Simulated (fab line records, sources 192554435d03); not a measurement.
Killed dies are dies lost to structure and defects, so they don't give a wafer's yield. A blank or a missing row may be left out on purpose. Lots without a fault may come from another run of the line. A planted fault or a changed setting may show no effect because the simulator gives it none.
fab line records | flow n5_finfet | part 1 of 2: steps 1 to 21 of 32
record lots=5 wafers=15 last_day=17
route steps=1938 shown BEOL_M12@1603
lots that met no fault: from a run of the same line without faults
start_h: hours from the record's first day to the start of the lot's first wafer shown | wait_h: hours since the lot's step before | " the same as in the row above | L1.1+2: a row that stands for several wafers | - no value, or no start given | * or withheld: withheld | < > ~ a bound
route shown NAME@n: a module of which the file shows steps, and the number in the route of the first | usual: mean/standard deviation of fault-free wafers | same: alike in all rows | chamber/n: place in a boat | sites: the reading at each site | _std_site: their standard deviation | _edge_site: outer sites' mean less inner sites' | radius_mm: how far each site lies from the wafer's centre | mask NAME#n: copy n | behind: the tool/chamber that last shaped the wafer | hold: why the lot was held/for how many hours/how that ended | device: the transistor (n, p or np) that didn't switch | end of line: the same wafers' tests at the end of the route | a step without rows: its recipe alone | killed: dies lost to structure and defects at the first sort, not the wafer's yield | map: a wafer's dies, x killed, . not, _ none there
set.NAME: the setting as run; set.NAME@STEP: as run at that earlier step | model.NAME: the simulator's own value behind a step, which no gauge read
lots at some steps of the route; a table a step, a row a wafer
services: from which hour (start_h, from the record's first day; less than 0 if before it) a tool's chamber was out of use, for how many hours, and why
## steps
# step N5_BEOL_M12_THK_MEAS_01
# recipe reads=SiOC_of_BEOL_M12_ILD_DEP_00
# usual M12_ILD_THK=660/8.8
# columns lot.wafer tool chamber start_h wait_h M12_ILD_THK[nm]
L078.2 film_metro-02 - 247.20 0.1 659
L078.3 " - " " 651
L078.5 " - " " 672
L088.3 film_metro-01 - 331.91 0.1 649
L088.5 " - " " 670
L088.6 " - " " 664
L091.4 film_metro-02 - 358.63 0.0 670
L091.5 " - " " 669
L091.6 " - " " 683
L090.2 film_metro-01 - 358.99 0.1 654
L090.4 " - " " 666
L090.5 " - " " 662
L095.1 film_metro-01 - 367.48 0.1 660
L095.3 " - " " 651
L095.5 " - " " 664
# step N5_BEOL_M12_COAT_58
# recipe resist=BARC temp_c=205 time_s=60 spin_rpm=1500 resist_thk_nm=89
# usual dispense_pressure_kPa=47.3/1.4 resist_line_temp_C=23.00/0.1
# columns lot.wafer tool chamber start_h wait_h dispense_pressure_kPa resist_line_temp_C
L078.2 litho_track-02 0 247.24 0.0 45.7 23.15
L078.3 " 0 " " 45.7 23.11
L078.5 " 0 " " 45.7 23.23
L088.3 litho_track-03 0 331.94 0.0 48.4 23.17
L088.5 " 0 " " 48.4 22.88
L088.6 " 0 " " 48.4 22.95
L091.4 litho_track-01 0 358.66 0.0 48.6 22.97
L091.5 " 0 " " 48.6 23.08
L091.6 " 0 " " 48.6 22.86
L090.2 litho_track-01 0 359.02 0.0 48.6 23.02
L090.4 " 0 " " 48.6 23.11
L090.5 " 0 " " 48.6 23.00
L095.1 litho_track-02 0 367.52 0.0 45.7 22.97
L095.3 " 0 " " 45.7 23.03
L095.5 " 0 " " 45.7 22.99
# step N5_BEOL_M12_COAT_04
# recipe spin_rpm=1625 resist_thk_nm=400
# usual dispense_pressure_kPa=47.3/1.4 resist_line_temp_C=22.99/0.12
# columns lot.wafer tool chamber start_h wait_h dispense_pressure_kPa resist_line_temp_C
L078.2 litho_track-02 0 - - 45.7 22.93
L078.3 " 0 " " 45.6 23.05
L078.5 " 0 " " 45.7 23.10
L088.3 litho_track-03 0 - - 48.4 23.07
L088.5 " 0 " " 48.3 23.20
L088.6 " 0 " " 48.3 23.01
L091.4 litho_track-01 0 - - 48.6 22.91
L091.5 " 0 " " 48.5 23.08
L091.6 " 0 " " 48.6 22.92
L090.2 litho_track-01 0 - - 48.5 23.05
L090.4 " 0 " " 48.5 23.03
L090.5 " 0 " " 48.5 23.10
L095.1 litho_track-02 0 - - 45.7 23.00
L095.3 " 0 " " 45.7 22.98
L095.5 " 0 " " 45.7 23.08
# step N5_BEOL_M12_EBR_06
# recipe solvent=PGMEA ebr_width_mm=1.5
# usual resist_line_temp_C=23.01/0.11
# columns lot.wafer tool chamber start_h wait_h resist_line_temp_C
L078.2 litho_track-02 0 - - 23.19
L078.3 " 0 " " 23.13
L078.5 " 0 " " 23.25
L088.3 litho_track-03 0 - - 23.07
L088.5 " 0 " " 22.89
L088.6 " 0 " " 22.86
L091.4 litho_track-01 0 - - 22.89
L091.5 " 0 " " 23.08
L091.6 " 0 " " 23.04
L090.2 litho_track-01 0 - - 23.05
L090.4 " 0 " " 23.00
L090.5 " 0 " " 23.04
L095.1 litho_track-02 0 - - 23.01
L095.3 " 0 " " 22.96
L095.5 " 0 " " 23.14
# step N5_BEOL_M12_SOFTBAKE_05
# recipe temp_c=130 time_s=60
# usual resist_line_temp_C=22.99/0.11
# columns lot.wafer tool chamber start_h wait_h resist_line_temp_C
L078.2 litho_track-02 0 - - 22.99
L078.3 " 0 " " 22.96
L078.5 " 0 " " 22.88
L088.3 litho_track-03 0 - - 23.16
L088.5 " 0 " " 22.99
L088.6 " 0 " " 23.02
L091.4 litho_track-01 0 - - 22.94
L091.5 " 0 " " 22.96
L091.6 " 0 " " 23.04
L090.2 litho_track-01 0 - - 22.92
L090.4 " 0 " " 22.97
L090.5 " 0 " " 22.93
L095.1 litho_track-02 0 - - 22.99
L095.3 " 0 " " 23.18
L095.5 " 0 " " 23.15
# step N5_BEOL_M12_EXPOSE_07
# recipe mask_id=V11 na=0.93 source_shape=conventional sigma_outer=0.6 polarization=unpolarized attpsm_phase_deg=180 dose_mj=32.5
# columns lot.wafer tool chamber start_h wait_h mask
L078.2+3+5 krf_scanner-01 0 247.34 - V11#0
L088.3+5+6 krf_scanner-02 0 332.05 - V11#0
L091.4+5+6 krf_scanner-02 0 358.90 - V11#0
L090.2+4+5 krf_scanner-01 0 359.25 - V11#0
L095.1+3+5 krf_scanner-01 0 367.62 - V11#0
# step N5_BEOL_M12_PEB_08
# recipe peb_temp_c=130 peb_time_s=90
# usual resist_line_temp_C=23.03/0.097
# same peb_time_s=90
# columns lot.wafer tool chamber start_h wait_h resist_line_temp_C
L078.2 litho_track-01 0 247.39 0.0 22.99
L078.3 " 0 " " 22.98
L078.5 " 0 " " 22.94
L088.3 litho_track-01 0 332.09 0.0 22.89
L088.5 " 0 " " 22.96
L088.6 " 0 " " 22.90
L091.4 litho_track-03 0 358.94 0.0 23.18
L091.5 " 0 " " 23.00
L091.6 " 0 " " 23.06
L090.2 litho_track-01 0 359.30 0.0 23.03
L090.4 " 0 " " 22.99
L090.5 " 0 " " 22.98
L095.1 litho_track-02 0 367.67 0.1 23.02
L095.3 " 0 " " 23.17
L095.5 " 0 " " 23.08
# step N5_BEOL_M12_DEVELOP_09
# recipe develop_time_s=45 rinse_liquid=diw dry=air_spin dev_temp_c=21
# usual developer_temp_C=20.99/0.11 resist_line_temp_C=22.98/0.1
# columns lot.wafer tool chamber start_h wait_h developer_temp_C resist_line_temp_C
L078.2 litho_track-01 0 - - 21.14 22.95
L078.3 " 0 " " 20.96 22.98
L078.5 " 0 " " 21.07 22.88
L088.3 litho_track-01 0 - - 21.04 22.94
L088.5 " 0 " " 21.05 23.04
L088.6 " 0 " " 20.94 23.18
L091.4 litho_track-03 0 - - 20.90 22.88
L091.5 " 0 " " 21.01 22.95
L091.6 " 0 " " 21.01 23.00
L090.2 litho_track-01 0 - - 20.87 22.98
L090.4 " 0 " " 21.00 23.09
L090.5 " 0 " " 20.88 23.10
L095.1 litho_track-02 0 - - 20.97 22.90
L095.3 " 0 " " 20.88 23.04
L095.5 " 0 " " 20.87 22.87
# step N5_BEOL_M12_HARDBAKE_14
# recipe temp_c=130 time_s=120
# usual resist_line_temp_C=23.00/0.1
# columns lot.wafer tool chamber start_h wait_h resist_line_temp_C
L078.2 litho_track-01 0 - - 23.00
L078.3 " 0 " " 22.90
L078.5 " 0 " " 22.92
L088.3 litho_track-01 0 - - 22.96
L088.5 " 0 " " 22.98
L088.6 " 0 " " 23.22
L091.4 litho_track-03 0 - - 23.02
L091.5 " 0 " " 23.05
L091.6 " 0 " " 22.86
L090.2 litho_track-01 0 - - 23.04
L090.4 " 0 " " 22.99
L090.5 " 0 " " 23.03
L095.1 litho_track-02 0 - - 22.93
L095.3 " 0 " " 22.91
L095.5 " 0 " " 22.92
# step N5_BEOL_M12_CD_MEAS_10
# recipe target_cd_nm=140 landing_energy_ev=500 detector=se_inlens polarity=opening
# usual cd_nm=140.1/1.6
# columns lot.wafer tool chamber start_h wait_h cd_nm
L078.2 cd_sem-03 0 247.51 - 139.4
L078.3 " 0 " " 139.4
L078.5 " 0 " " 139.3
L088.3 cd_sem-02 0 332.21 - 139.8
L088.5 " 0 " " 138.6
L088.6 " 0 " " 139.5
L091.4 cd_sem-01 0 359.06 - 139.8
L091.5 " 0 " " 141.5
L091.6 " 0 " " 139.3
L090.2 cd_sem-01 0 359.42 - 141.8
L090.4 " 0 " " 139.6
L090.5 " 0 " " 139.7
L095.1 cd_sem-01 0 367.79 - 139.3
L095.3 " 0 " " 140.4
L095.5 " 0 " " 140.9
# step N5_BEOL_M12_OVL_MEAS_11
# recipe points_per_wafer=44
# usual V11_OVL=-2/5.6
# columns lot.wafer tool chamber start_h wait_h V11_OVL[nm]
L078.2 overlay-01 0 247.54 0.0 -10
L078.3 " 0 " " -9
L078.5 " 0 " " -8
L088.3 overlay-02 0 332.24 0.0 -3
L088.5 " 0 " " 2
L088.6 " 0 " " 5
L091.4 overlay-02 0 359.09 0.0 3
L091.5 " 0 " " 0
L091.6 " 0 " " 14
L090.2 overlay-02 0 359.45 0.0 -6
L090.4 " 0 " " -7
L090.5 " 0 " " -4
L095.1 overlay-01 0 367.82 0.0 0
L095.3 " 0 " " -9
L095.5 " 0 " " -7
# step N5_BEOL_M12_INSPECT_12
# recipe mode=adi inspect_instrument=macro
# usual raw_defect_count=2.0/1.3
# columns lot.wafer tool chamber start_h wait_h raw_defect_count
L078.2 defect_inspect-01 - 247.56 0.0 4
L078.3 " - " " 1
L078.5 " - " " 1
L088.3 defect_inspect-02 - 332.26 0.0 2
L088.5 " - " " 1
L088.6 " - " " 2
L091.4 defect_inspect-01 - 359.11 0.0 2
L091.5 " - " " 2
L091.6 " - " " 2
L090.2 defect_inspect-01 - 359.47 0.0 3
L090.4 " - " " 3
L090.5 " - " " 0
L095.1 defect_inspect-01 - 367.84 0.0 2
L095.3 " - " " 1
L095.5 " - " " 5
# step N5_BEOL_M12_DESCUM_15
# recipe chemistry=O2 time_s=7.9 source_power_w=50 bias_power_w=20 pressure_mtorr=20 rf_frequency_hz=2.712e+07 temp_c=40 o2_flow_sccm=225
# usual drypump_motor_current_A=5.5/0.45 o2_flow_sccm=225.0/0.71 oes_product_au=0.82/0.089 rf_vpp_V=243.1/1.8 showerhead_plenum_p_Torr=2.09/0.1 throttle_valve_pct=20.48/0.23
# columns lot.wafer tool chamber start_h wait_h drypump_motor_current_A o2_flow_sccm oes_product_au rf_hours_counter_h rf_vpp_V showerhead_plenum_p_Torr throttle_valve_pct
L078.2 rie_diel-01 2 247.59 0.0 4.9 224.4 0.71 203 239.6 1.91 20.69
L078.3 " 3 " " 5.6 225.7 0.87 31 244.7 2.14 20.41
L078.5 " 1 " " 5.3 224.7 0.76 - 241.6 2.01 20.68
L088.3 rie_diel-02 3 332.30 0.0 5.7 225.0 0.70 248 243.9 2.06 20.33
L088.5 " 1 " " 5.4 225.5 0.76 - 245.0 2.18 20.79
L088.6 " 2 " " 5.4 223.5 0.92 - 244.2 2.05 20.29
L091.4 rie_diel-06 2 359.14 0.0 5.9 225.6 0.94 9 243.7 2.05 20.28
L091.5 " 3 " " 6.3 224.3 0.81 - 241.4 2.01 20.29
L091.6 " 2 " " 5.9 224.8 0.95 - 242.9 2.05 20.27
L090.2 rie_diel-02 3 359.51 0.0 5.8 225.0 1.03 0 242.4 2.06 19.96
L090.4 " 2 " " 5.4 224.3 0.90 35 242.0 2.05 20.28
L090.5 " 1 " " 5.4 225.1 0.75 - 245.2 2.18 20.79
L095.1 rie_diel-02 2 367.93 0.1 5.4 225.8 0.90 39 242.0 2.05 20.32
L095.3 " 0 " " 5.9 224.5 0.74 187 244.2 2.17 20.77
L095.5 " 3 " " 5.7 225.7 0.99 - 242.0 2.06 19.98
# step N5_BEOL_M12_ETCH_59
# recipe chemistry=N2/H2 target=BARC target_depth_a=890 overetch_a=267 time_s=67.9 ion_energy_ev=200 pressure_mtorr=30 source_w=840 bias_w=150 n2_flow_sccm=200 h2_flow_sccm=200
# usual drypump_motor_current_A=5.6/0.45 oes_product_au=0.70/0.073 rf_vpp_V=524/3.5 showerhead_plenum_p_Torr=2.54/0.12 throttle_valve_pct=17.94/0.23
# columns lot.wafer tool chamber start_h wait_h drypump_motor_current_A oes_product_au rf_hours_counter_h rf_vpp_V showerhead_plenum_p_Torr throttle_valve_pct
L078.2 rie_diel-01 2 247.63 0.0 4.9 0.62 203 516 2.32 18.15
L078.3 " 3 " " 5.6 0.75 31 527 2.59 17.82
L078.5 " 1 " " 5.3 0.65 - 522 2.44 18.14
L088.3 rie_diel-02 3 332.33 0.0 5.8 0.60 248 522 2.50 17.83
L088.5 " 1 " " 5.4 0.66 - 527 2.66 18.26
L088.6 " 2 " " 5.4 0.79 - 523 2.49 17.70
L091.4 rie_diel-06 2 359.18 0.0 5.9 0.79 9 523 2.50 17.83
L091.5 " 3 " " 6.4 0.70 - 522 2.46 17.75
L091.6 " 2 " " 5.9 0.80 - 522 2.50 17.81
L090.2 rie_diel-02 3 359.54 0.0 5.7 0.86 0 524 2.50 17.42
L090.4 " 2 " " 5.4 0.76 35 523 2.48 17.72
L090.5 " 1 " " 5.4 0.64 - 527 2.66 18.28
L095.1 rie_diel-02 2 367.96 0.0 5.4 0.76 39 522 2.48 17.71
L095.3 " 0 " " 5.9 0.63 187 527 2.63 18.19
L095.5 " 3 " " 5.8 0.83 - 523 2.50 17.41
# step N5_BEOL_M12_VIA_ETCH_16
# recipe chemistry=C4F8/O2/Ar target=SiOC pressure_mtorr=30 source_w=3000 bias_w=700 Ar_flow_sccm=400 C4F8_flow_sccm=15 O2_flow_sccm=8 he_inner_torr=15 he_outer_torr=30 target_depth_a=7248 time_s=withheld ion_energy_ev=250 ends=cleared
# usual drypump_motor_current_A=5.6/0.45 he_outer_torr=30.00/0.057 oes_product_au=0.74/0.079 rf_vpp_V=665/4.4 showerhead_plenum_p_Torr=3.41/0.15 throttle_valve_pct=24.26/0.22
# columns lot.wafer tool chamber start_h wait_h drypump_motor_current_A he_outer_torr oes_product_au rf_vpp_V showerhead_plenum_p_Torr throttle_valve_pct
L078.2 rie_diel-01 2 247.68 0.0 4.9 30.03 0.65 657 3.15 24.45
L078.3 " 3 " " 5.6 30.10 0.78 665 3.49 24.21
L078.5 " 1 " " 5.3 29.97 0.68 662 3.29 24.43
L088.3 rie_diel-02 3 332.38 0.0 5.7 30.04 0.63 665 3.36 24.01
L088.5 " 1 " " 5.4 30.10 0.69 670 3.55 24.53
L088.6 " 2 " " 5.4 30.02 0.83 664 3.35 24.05
L091.4 rie_diel-06 2 359.23 0.0 5.9 30.00 0.85 665 3.37 24.16
L091.5 " 3 " " 6.3 29.88 0.74 662 3.32 24.13
L091.6 " 2 " " 5.9 29.92 0.85 664 3.37 24.17
L090.2 rie_diel-02 3 359.59 0.0 5.7 30.02 0.91 664 3.36 23.69
L090.4 " 2 " " 5.4 29.93 0.80 664 3.34 24.06
L090.5 " 1 " " 5.4 29.94 0.68 669 3.55 24.56
L095.1 rie_diel-02 2 368.01 0.0 5.4 30.17 0.80 664 3.34 24.08
L095.3 " 0 " " 5.9 30.03 0.66 668 3.54 24.58
L095.5 " 3 " " 5.7 30.03 0.88 665 3.36 23.70
# step N5_BEOL_M12_STRIP_63
# recipe chemistry=N2/H2 power_w=1000 temp_c=250 h2_frac=0.65 overash_fraction=0.3 pressure_mtorr=1000 n2_flow_sccm=1750 h2_flow_sccm=3250
# usual drypump_motor_current_A=5.6/0.37 heater_power_w=338/19 oes_product_au=0.693/0.0048 strip_time_to_endpoint_s=42.6/0.81
# columns lot.wafer tool chamber start_h wait_h drypump_motor_current_A heater_power_w oes_product_au rf_hours_counter_h strip_time_to_endpoint_s
L078.2 plasma_asher-01 1 248.22 - 6.1 320 0.692 70 42.9
L078.3 " 0 " " 5.6 356 0.695 - 43.2
L078.5 " 1 " " 6.1 328 0.682 - 42.5
L088.3 plasma_asher-02 1 332.60 - 5.1 355 0.688 - 43.5
L088.5 " 1 " " 5.1 343 0.690 - 41.3
L088.6 " 0 " " 5.4 319 0.692 - 42.1
L091.4 plasma_asher-01 1 359.45 - 6.1 336 0.692 - 41.0
L091.5 " 1 " " 6.2 332 0.688 - 41.7
L091.6 " 0 " " 5.6 353 0.693 - 40.2
L090.2 plasma_asher-01 0 359.79 - 5.6 367 0.693 95 42.8
L090.4 " 0 " " 5.6 356 0.693 - 42.4
L090.5 " 0 " " 5.6 367 0.688 - 42.7
L095.1 plasma_asher-01 1 368.26 - 6.1 335 0.686 98 41.6
L095.3 " 1 " " 6.1 334 0.695 - 42.4
L095.5 " 0 " " 5.6 360 0.690 - 41.0
# step N5_BEOL_M12_STRIP_64
# recipe chemistry=N2/H2 power_w=1000 temp_c=250 h2_frac=0.65 overash_fraction=0.3 pressure_mtorr=withheld n2_flow_sccm=1750 h2_flow_sccm=3250
# usual drypump_motor_current_A=5.6/0.37 heater_power_w=339/18 oes_product_au=0.716/0.0043 strip_time_to_endpoint_s=31.36/0.063
# columns lot.wafer tool chamber start_h wait_h drypump_motor_current_A heater_power_w oes_product_au rf_hours_counter_h strip_time_to_endpoint_s
L078.2 plasma_asher-01 1 248.28 0.0 6.2 330 0.717 70 31.39
L078.3 " 0 " " 5.5 361 0.712 - 31.39
L078.5 " 1 " " 6.1 331 0.710 - 31.29
L088.3 plasma_asher-02 1 332.66 0.0 5.1 346 0.715 - 31.49
L088.5 " 1 " " 5.1 343 0.714 - 31.46
L088.6 " 0 " " 5.4 322 0.722 - 31.43
L091.4 plasma_asher-01 1 359.51 0.0 6.2 325 0.712 - 31.36
L091.5 " 1 " " 6.2 328 0.712 - 31.35
L091.6 " 0 " " 5.6 363 0.718 - 31.31
L090.2 plasma_asher-01 0 359.85 0.0 5.6 366 0.715 96 31.31
L090.4 " 0 " " 5.6 360 0.716 - 31.37
L090.5 " 0 " " 5.5 359 0.715 - 31.36
L095.1 plasma_asher-01 1 368.32 0.0 6.1 330 0.714 98 31.45
L095.3 " 1 " " 6.1 335 0.712 - 31.37
L095.5 " 0 " " 5.6 371 0.716 - 31.37
# step N5_BEOL_M12_STRIP_71
# recipe chemistry=post_etch_residue_remover time_s=60 temp_c=25 remover_ph=withheld remover_water_wt_pct=withheld remover_fluoride_wt_pct=withheld
# columns lot.wafer tool chamber start_h wait_h
L078.2+3+5 wet_bench-05 5,1,7 248.37 0.1
L088.3+5+6 wet_bench-05 3,2,7 332.73 0.0
L091.4+5+6 wet_bench-02 1,0,3 359.58 0.0
L090.2+4+5 wet_bench-01 5,6,1 359.94 0.1
L095.1+3+5 wet_bench-01 4,3,0 368.41 0.1
# step N5_BEOL_M12_SRD_72
# recipe time_s=30 temp_c=23 rinse_liquid=diw dry=n2_spin spin_rpm=1500 dry_time_s=30
# same dry_time_s=30
# columns lot.wafer tool chamber start_h wait_h
L078.2+3+5 wet_bench-05 5,1,7 248.39 0.0
L088.3+5+6 wet_bench-05 3,2,7 332.75 0.0
L091.4+5+6 wet_bench-02 1,0,3 359.60 0.0
L090.2+4+5 wet_bench-01 5,6,1 359.96 0.0
L095.1+3+5 wet_bench-01 4,3,0 368.43 0.0
# step N5_BEOL_M12_CD_MEAS_17
# recipe target_cd_nm=140 polarity=opening
# usual cd_nm=140.3/1.6
# columns lot.wafer tool chamber start_h wait_h cd_nm
L078.2 cd_sem-01 - 248.43 0.0 138.9
L078.3 " - " " 140.2
L078.5 " - " " 138.2
L088.3 cd_sem-01 - 332.79 0.0 139.1
L088.5 " - " " 139.6
L088.6 " - " " 139.9
L091.4 cd_sem-03 - 359.64 0.0 139.7
L091.5 " - " " 141.8
L091.6 " - " " 139.6
L090.2 cd_sem-01 - 360.00 0.0 141.0
L090.4 " - " " 139.6
L090.5 " - " " 138.9
L095.1 cd_sem-02 - 368.47 0.0 138.8
L095.3 " - " " 140.4
L095.5 " - " " 140.8
# step N5_BEOL_M12_COAT_65
# recipe resist=SOC temp_c=250 time_s=60 spin_rpm=1500 resist_thk_nm=300
# usual dispense_pressure_kPa=48.0/1.1 resist_line_temp_C=22.98/0.11
# columns lot.wafer tool chamber start_h wait_h dispense_pressure_kPa resist_line_temp_C
L078.2 litho_track-02 0 248.47 0.0 45.6 22.90
L078.3 " 0 " " 45.6 23.05
L078.5 " 0 " " 45.6 23.00
L088.3 litho_track-02 0 332.83 0.0 45.6 22.76
L088.5 " 0 " " 45.7 22.95
L088.6 " 0 " " 45.6 22.93
L091.4 litho_track-01 0 359.67 0.0 48.6 23.09
L091.5 " 0 " " 48.5 22.96
L091.6 " 0 " " 48.6 22.80
L090.2 litho_track-01 0 360.04 0.0 48.6 23.09
L090.4 " 0 " " 48.6 22.85
L090.5 " 0 " " 48.6 23.15
L095.1 litho_track-02 0 368.52 0.0 45.7 22.97
L095.3 " 0 " " 45.7 23.10
L095.5 " 0 " " 45.7 22.99
